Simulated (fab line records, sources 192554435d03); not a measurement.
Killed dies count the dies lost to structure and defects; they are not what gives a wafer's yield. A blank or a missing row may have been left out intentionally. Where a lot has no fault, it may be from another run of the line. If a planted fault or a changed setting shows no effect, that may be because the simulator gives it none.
Comparing a struck lot with a sound one :: flow n5Finfet :: 40 steps out of a route of 1938
Sound: wafers L961.1, L961.4, L961.6. Wafers struck: L953.4, L953.5, L953.6. The cause is named last.
Each step with rows lists, per side, the tool, then ch with its chambers, then its first start. Under that, the readings that differ: sound wafers :: struck wafers :: difference of the means :: sigmas: that difference in standard deviations of wafers without a fault.
alike: same words and numbers on both sides, and readings whose means sit less than 2 such deviations apart. not compared: any withheld reading, any reading some wafer has no value for, any bound like >300 that may hide the same value, and any number with overlapping values for which the record gives no deviation.
Wherever a step has rows on one side only, a row that says differs or no value, or a row with sigmas, the two part there. When numbers do not overlap yet have no deviation, they are printed without sigmas and do not part them. A reading missing from all wafers of one side parts the sides only when that side holds two or more wafers.

first, 10 steps without rows for these wafers: N5_DUMMY_GATE_ETCH_32 (etches SiO2 in CF4, target depth 3.5 nm, time 3.9 s); N5_DUMMY_GATE_ETCH_23 (etches poly-Si in HBr/Cl2/O2, target depth 41 nm, time 22.3 s); N5_DUMMY_GATE_ETCH_44 (etches poly-Si in HBr/O2, stops on SiO2, target depth 127.5 nm); N5_DUMMY_GATE_ETCH_42 (etches SiO2 in CHF3/O2, target depth 3.5 nm, time 31 s); N5_DUMMY_GATE_STRIP_48 (strips in N2/H2, time 20 s); N5_DUMMY_GATE_PRECLEAN_33 (cleans in dHF, time 10 s); N5_DUMMY_GATE_PRECLEAN_25 (cleans in O3/DIW, time 45 s); N5_DUMMY_GATE_PRECLEAN_51 (cleans in SC2, time 45 s); N5_DUMMY_GATE_SRD_26 (time 30 s); N5_DUMMY_GATE_UV_OZONE_45 (time 120 s).
N5_SPACER0_ALD_07: deposits SiNx, target thk 2 nm.
  sound on aldSin-02 ch 0,2, day 8 15:41; struck on aldSin-01 ch 0,1,3, day 6 12:56
  alike: chamberPressureTorr, heaterPowerW
then, 2 steps without rows for these wafers: N5_SPACER0_ALD_00 (deposits SiOCN, target thk 3.5 nm, pulse time 3 s, purge time 2 s); N5_SPACER0_ALD_08 (deposits SiNx, target thk 2 nm).
N5_SPACER0_INSPECT_04: inspects for defects (darkfield).
  sound: defectInspect-02 at day 8 16:15; struck: defectInspect-02 at day 6 13:30
reading: rawDefectCount
sound: 100 170 128
struck: 1023 928 918
difference: +824
sigmas: +22
then, 8 steps without rows for these wafers: N5_SD_EPI_N_COAT_32 (time 60 s, resist thk 350 nm); N5_SD_EPI_N_COAT_33 (time 60 s, resist thk 35 nm); N5_SD_EPI_N_COAT_03 (resist thk 150 nm); N5_SD_EPI_N_EBR_05; N5_SD_EPI_N_SOFTBAKE_04 (time 60 s); N5_SD_EPI_N_EXPOSE_06 (exposes mask SD N BLK, target cd 120 nm); N5_SD_EPI_N_PEB_07 (peb time 60 s); N5_SD_EPI_N_DEVELOP_08 (develop time 30 s).
N5_SD_EPI_N_INSPECT_11: inspects for defects (macro).
  sound: defectInspect-02 at day 8 16:42; struck: defectInspect-02 at day 6 13:50
reading: rawDefectCount
sound: 3 6 4
struck: >300 >300 >300
difference: differs
sigmas: 
then, 15 steps without rows for these wafers: N5_SD_EPI_N_DESCUM_14 (chemistry O2, time 7.9 s); N5_SD_EPI_N_ETCH_34 (etches SiARC in CF4, target depth 45.5 nm, time 75.8 s); N5_SD_EPI_N_ETCH_35 (etches SOC in N2/H2, overetch 108 nm, time 486 s); N5_SD_EPI_N_STRIP_36 (strips in N2/H2); N5_SD_EPI_N_ETCHBACK_44 (etches SiNx in CH3F/O2, stops on SiO2, target depth 14.5 nm); N5_SD_EPI_N_ETCH_45 (etches SiOCN in CH3F/O2, target depth 6 nm); N5_SD_EPI_N_ETCH_16 (etches SiO2 in CHF3/O2, target depth 5 nm); N5_SD_EPI_N_STRIP_47 (strips in CHF3/O2); N5_SD_EPI_N_SD_RECESS_17 (chemistry HBr/Cl2/O2, target depth 41 nm, time 23.7 s, bt time 3 s); N5_SD_EPI_N_STRIP_38 (strips in N2/H2); N5_SD_EPI_N_WET_ETCH_43 (etches SiO2 in dHF, time 14 s, target depth 1.5 nm); N5_SD_EPI_N_STRIP_18 (strips in SPM, time 750 s); N5_SD_EPI_N_SRD_20 (time 30 s); N5_SD_EPI_N_PRECLEAN_48 (cleans in NF3:NH3, afs cycles 2, time 20 s, sublimation time 60 s); N5_SD_EPI_N_VAPOR_ETCH_50 (etches Si in HCl, time 54 s).
N5_SD_EPI_N_INSPECT_26: inspects for defects (darkfield).
  sound: defectInspect-02 at day 8 21:25; struck: defectInspect-01 at day 6 18:33
reading: rawDefectCount
sound: 207 311 215
struck: 1159 1021 1010
difference: +819
sigmas: +17
-- record jumps: 9 days separate the struck wafers' starts on either side; left off in module SD_EPI_N, taken up again in module PASSIVATION, whose first shown step is the route's number 1936 --
N5_PASSIVATION_PROBE_49:
  record: rows for the struck wafers here (prober-02, day 15 11:33), none for the sound ones

== WHERE THEY PART ==
Last at N5_PASSIVATION_PROBE_49 as far as this record goes, first at N5_SPACER0_INSPECT_04.

WHY: whatever the simulator had introduced
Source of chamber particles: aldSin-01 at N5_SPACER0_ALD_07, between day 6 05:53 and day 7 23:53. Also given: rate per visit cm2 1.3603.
